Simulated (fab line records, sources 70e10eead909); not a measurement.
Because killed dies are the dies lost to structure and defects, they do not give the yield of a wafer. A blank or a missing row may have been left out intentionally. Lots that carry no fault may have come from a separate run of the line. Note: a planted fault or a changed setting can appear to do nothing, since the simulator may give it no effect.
One fault seen from 2 desks | flow nand-harc | every desk sees just its own numbers, and what lay behind them comes last

== THE DEFECT DESK ==
Inspection counts along the route, by lot: the mean over sampled wafers that carry a number. If a lot's mean is further than 4 standard deviations from the usual mean, the lot is out of limits and carries the mark OUT (the distance appears in the brackets).
Columns: A = raw-defect-count at NHARC_P_CONTACT_INSPECT_14, usual 3.6
lot  | first seen here | A
L583 | day 5 22:33     | 5.3
L586 | day 6 15:14     | 3.7
L588 | day 6 21:49     | 4.3
L589 | day 7 09:50     | 3.3
L590 | day 7 10:07     | 1.3
L591 | day 8 02:26     | 3.0
L600 | day 10 06:24    | 6.7
L601 | day 10 10:19    | 2.3
L603 | day 10 21:40    | 4.3
L605 | day 11 01:52    | 2.7
L604 | day 11 02:03    | 2.0
Finding of this desk: none of the 11 lots has anything out of limits.

== THE TOOL OWNER'S DESK: pecvd-03 ==
The tool's own readings at NHARC_P_M0_DEP_00 (deposits SiOC, target thk 150 nm): means of the sampled wafers that have a number, for each lot that ran on this tool. If a lot's mean is further than 4 standard deviations from the usual mean, the lot is out of limits and carries the mark OUT (the distance appears in the brackets).
Columns: A = rf-fwd-power-W at NHARC_P_M0_DEP_00, usual 598.5 W
lot  | first seen here | A
L583 | day 6 05:46     | 599.4
L586 | day 6 18:55     | 599.0
L588 | day 7 05:58     | 598.3
L589 | day 7 14:59     | 631.3 (+18) OUT
L590 | day 7 15:28     | 630.6 (+18) OUT
L605 | day 11 05:07    | 598.3
Finding of this desk: L589, L590 out of limits; the first was L589 at day 7 14:59, on rf-fwd-power-W at NHARC_P_M0_DEP_00. L583, L586, L588, L605: within limits.

== ALL TOGETHER ==
The tool owner's desk could have raised an alarm at day 7 14:59, on L589, L590.
The defect desk saw nothing out of limits.
The defect desk has L589, L590 on record, within its limits.
The lots listed all ran NHARC_P_M0_DEP_00 on pecvd-03.

== WHAT HAD BEEN PUT IN BY THE SIMULATOR ==
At NHARC_P_M0_DEP_00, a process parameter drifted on pecvd-03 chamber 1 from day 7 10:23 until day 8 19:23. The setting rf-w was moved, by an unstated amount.
Lots struck among those shown: L589, L590.
How many hours passed from the start of the fault until each desk's first out-of-limits reading: the tool owner's desk, 5.
